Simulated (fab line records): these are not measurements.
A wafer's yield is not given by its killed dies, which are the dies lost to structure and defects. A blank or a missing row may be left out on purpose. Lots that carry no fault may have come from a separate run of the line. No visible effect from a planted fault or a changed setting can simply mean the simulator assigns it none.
A struck lot beside a sound one :: flow n5Finfet :: 37 out of 1938 route steps
Sound: these wafers, L198.1, L198.3, L198.6. Struck: wafer L196.3 (left out: L196.1, L196.2 of the same lot, which were not struck); the cause appears at the end.
Each step with rows lists, per side, the tool, then ch with its chambers, then its first start. Under that, the readings that differ: sound wafers :: struck wafers :: difference of the means :: sigmas: that difference in standard deviations of wafers without a fault.
alike: a reading whose means differ by less than 2 such deviations, as well as words and numbers matching on both sides. not compared: withheld readings; readings where some wafer has no value; bounds like >300 that might hide an equal value; numbers whose values overlap and for which the record gives no deviation.
A row with sigmas, a row that says differs or no value, or rows on one side alone: a step with any of these is where the two part. Numbers that have no deviation but don't overlap get no sigmas and don't part them. A reading missing from all wafers of one side parts the sides only when that side holds two or more wafers.

first, 11 steps without rows for these wafers: N5_BEOL_M11_HM_STRIP_39 (strips TiN in peroxide tin strip, target depth 25 nm, time 158 s); N5_BEOL_M11_SRD_40 (time 30 s); N5_BEOL_M11_PRECLEAN_42 (cleans in residue remover, time 60 s); N5_BEOL_M11_SRD_43 (time 30 s); N5_BEOL_M11_CURE_72 (cures SiCOH lowk, time 120 s); N5_BEOL_M11_DEGAS_44 (time 60 s); N5_BEOL_M11_PRE_CLEAN_45 (time 30 s); N5_BEOL_M11_ALD_74 (deposits TaN, target thk 2 nm, pulse time 2 s, purge time 3 s); N5_BEOL_M11_SURFACE_TREAT_76; N5_BEOL_M11_CVD_75 (deposits Co from CCTBA/H2, target thk 2 nm, time 138.9 s); N5_BEOL_M11_SPUTTER_48 (material Cu, target thk 12 nm, time 2 s).
N5_BEOL_M11_ECD_50: material Cu, target thk 318 nm.
  sound on ecdCu-01 ch 1, day 14 22:11; struck on ecdCu-02 ch 0, day 14 14:50
reading: model.Cu_of_BEOL_M11_ECD_50.thkNm (nm)
sound: 325 324 319.8
struck: 98
difference: -225
sigmas: 
then, 1 step without rows for these wafers: N5_BEOL_M11_ANNEAL_51 (time 90 s).
N5_BEOL_M11_CMP_52: polishes, stops on SiCOH lowk, t overpolish 7 s, target thk 140 nm.
  sound on cmp-04 ch 0,2,3, day 14 22:35; struck on cmp-04 ch 2, day 14 16:11
reading: timeToEndpointS (s)
sound: 67 72 63
struck: 23
difference: -44
sigmas: -11

reading: model.Cu_of_BEOL_M11_ECD_50.thkNm (nm)
sound: 145.4 139.6 138
struck: 98
difference: -43
sigmas: 
  alike: motorCurrentA, platenRpm
N5_BEOL_M11_THK_MEAS_53: measures by xrf.
  sound: filmMetro-02 at day 14 22:53; struck: filmMetro-02 at day 14 16:29
reading: M11_THK (nm)
sound: 145 139 139
struck: 98
difference: -43
sigmas: -13
then, 2 steps without rows for these wafers: N5_BEOL_M11_PRE_CLEAN_55 (time 15 s); N5_BEOL_M11_DEP_56 (deposits SiCN from 3MS/NH3, target thk 30 nm, time 10.5 s).
N5_BEOL_M11_RS_MEAS_57: the measuring method here is four-point-probe.
  sound: filmMetro-01 at day 14 23:01; struck: filmMetro-01 at day 14 16:37
reading: M11_RS (ohm/sq)
sound: 0.145 0.151 0.153
struck: 0.225
difference: +0.075
sigmas: +18
then, 17 steps without rows for these wafers: N5_BEOL_M12_ILD_DEP_00 (deposits SiOC from DEMS/O2, target thk 658.92 nm, time 130.7 s); N5_BEOL_M12_COAT_58 (time 60 s, resist thk 89 nm); N5_BEOL_M12_COAT_04 (resist thk 400 nm); N5_BEOL_M12_EBR_06; N5_BEOL_M12_SOFTBAKE_05 (time 60 s); N5_BEOL_M12_EXPOSE_07 (exposes mask V11); N5_BEOL_M12_PEB_08 (peb time 90 s); N5_BEOL_M12_DEVELOP_09 (develop time 45 s); N5_BEOL_M12_HARDBAKE_14 (time 120 s); N5_BEOL_M12_DESCUM_15 (chemistry O2, time 7.9 s); N5_BEOL_M12_ETCH_59 (etches BARC in N2/H2, target depth 89 nm, overetch 26.7 nm, time 67.9 s); N5_BEOL_M12_VIA_ETCH_16 (etches SiOC in C4F8/O2/Ar, target depth 724.8 nm); N5_BEOL_M12_STRIP_63 (strips in N2/H2); N5_BEOL_M12_STRIP_64 (strips in N2/H2); N5_BEOL_M12_STRIP_71 (strips in post etch residue remover, time 60 s); N5_BEOL_M12_SRD_72 (time 30 s, dry time 30 s); N5_BEOL_M12_COAT_65 (time 60 s, resist thk 300 nm).
N5_BEOL_M15_RC_MEAS_101:
  sound on prober-01 ch 0, day 15 21:38; struck on prober-02 ch 0, day 15 18:29
reading: COMB_M10 (S/m)
sound: 1.7e-11 1.9e-11 1.4e-11
struck: 2.4e-11
difference: +7.3e-12
sigmas: +2

reading: COMB_M14 (S/m)
sound: 4.7e-12 2.3e-12 2.5e-12
struck: 5.2e-12
difference: +2.0e-12
sigmas: +2

reading: COMB_M15 (S/m)
sound: 1.4e-12 2.3e-12 2.1e-12
struck: 4.2e-12
difference: +2.3e-12
sigmas: +3

reading: SERP_M11 (ohm/um)
sound: 2.88 3.03 3.12
struck: 4.52
difference: +1.51
sigmas: +16

reading: SERP_M11_max_site (ohm/um)
sound: 2.96 3.10 3.22
struck: 4.70
difference: +1.61
sigmas: +15

reading: SERP_M8 (ohm/um)
sound: 13.6 12.3 12.2
struck: 14.4
difference: +1.7
sigmas: +2
  alike: COMB_M12, COMB_M13, COMB_M13_max_site, COMB_M5, COMB_M5_max_site, COMB_M6, COMB_M7, COMB_M8, COMB_M9, COMB_M9_max_site, SERP_M10, SERP_M12, SERP_M13, SERP_M14, SERP_M5, SERP_M6, SERP_M6_max_site, SERP_M7, SERP_M9
N5_PASSIVATION_PROBE_49:
  sound: prober-02 at day 16 11:40; struck: prober-02 at day 16 08:29
  alike: defectLimitedYield, killed_at_M0_to_M3, killed_at_M4_up, killedAtContacts, killedAtFrontEnd, killedAtOther, killedDies, killedOnRim, killedOpen, killedShort, sort_bin_4_leakage, sort_bin_5_function, sort_bin_6_memory, sort_bin_8_speed, sortNPass

== WHERE THEY PART ==
Earliest at N5_BEOL_M11_CMP_52; latest, in this record, at N5_BEOL_M15_RC_MEAS_101. Later steps at which nothing parts them and some readings are alike: N5_PASSIVATION_PROBE_49.

WHY: the cause the simulator had injected
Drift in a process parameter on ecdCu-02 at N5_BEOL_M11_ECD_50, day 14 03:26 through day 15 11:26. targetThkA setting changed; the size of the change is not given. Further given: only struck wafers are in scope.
